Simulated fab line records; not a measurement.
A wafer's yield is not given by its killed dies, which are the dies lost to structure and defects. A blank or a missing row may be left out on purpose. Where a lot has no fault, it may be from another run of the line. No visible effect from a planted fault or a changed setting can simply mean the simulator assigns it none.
Which tool was responsible? | flow nandHarc | 6 lots with 18 wafers sampled at 5 steps, on a route of 1302 steps

== WHAT THE GAUGES READ, wafer by wafer ==
NHARC_END_SORT_01.
lot  | measured     | on        | killedAtArray
L864 | day 31 15:04 | prober-02 | 116 115 111

== EACH LOT AND THE TOOL THAT RAN IT (in order: tool; ch and the chambers of the sampled wafers; start) ==
lot  | NHARC_A_CHANNEL_FILL_D1_ETCHBACK_20 | NHARC_A_M0_ANNEAL_30            | NHARC_A_M1_ETCH_28                         | NHARC_A_BONDPAD_PVD_17
L848 | rieDiel-03 ch 1,2,3, day 10 21:14   | rtpAnneal-02 ch 0, day 23 12:12 | rieDiel-04 ch 0,2,3, no start              | pvdSputter-02, no start
L850 | rieDiel-03 ch 1,2, day 11 12:04     | rtpAnneal-02 ch 0, day 24 08:45 | rieDiel-04 ch 0,1, no start                | pvdSputter-02, no start
L853 | rieDiel-13 ch 1,2, day 12 23:55     | rtpAnneal-02 ch 0, day 25 08:55 | rieDiel-10 ch 0,1,3, no start              | pvdSputter-01, no start
L857 | rieDiel-02 ch 0,1,3, day 14 11:10   | rtpAnneal-01 ch 0, day 27 04:25 | rieDiel-10 ch 0,2,3, no start              | pvdSputter-03, no start
L862 | rieDiel-13 ch 0,1,3, day 16 12:18   | rtpAnneal-01 ch 0, day 29 10:22 | rieDiel-10 ch 1,3, no start                | pvdSputter-02, no start
L864 | rieDiel-13 ch 0,2, day 17 09:22     | rtpAnneal-01 ch 0, day 30 01:48 | rieDiel-01 ch 2,3, day 31 15:04 or earlier | pvdSputter-02, day 31 15:04 or earlier
- NHARC_A_CHANNEL_FILL_D1_ETCHBACK_20: etches the open film in C4F8/O2/Ar, target depth 27 nm, time 13.5 s.
- NHARC_A_M0_ANNEAL_30: time 90 s.
- NHARC_A_M1_ETCH_28: etches the open film in CF4/N2, target depth 30 nm, time 72.99 s.
- NHARC_A_BONDPAD_PVD_17: deposits TaN, target thk 5 nm, time 8.06 s.

== THE ANSWER, worked out from the rows above alone ==
Rule: the lots themselves supply what counts as usual. The widest of any qualifying gaps counts: lots, ordered by their means at a reading, are off when they make up no more than a third of the lots, leave a main group of 4 or more, and stand apart from it by 3 or more times the standard deviation of that group's means. A main group whose means are all the same, to the digits that the tables above print for the reading, isn't used. A lot without any number at a reading at which 4 lots or more have one is off too. The other lots that the step has rows for count as sound.
No lot is off at any reading shown: from this, nothing can be told.

== WHAT THE SIMULATOR HAD INSERTED ==
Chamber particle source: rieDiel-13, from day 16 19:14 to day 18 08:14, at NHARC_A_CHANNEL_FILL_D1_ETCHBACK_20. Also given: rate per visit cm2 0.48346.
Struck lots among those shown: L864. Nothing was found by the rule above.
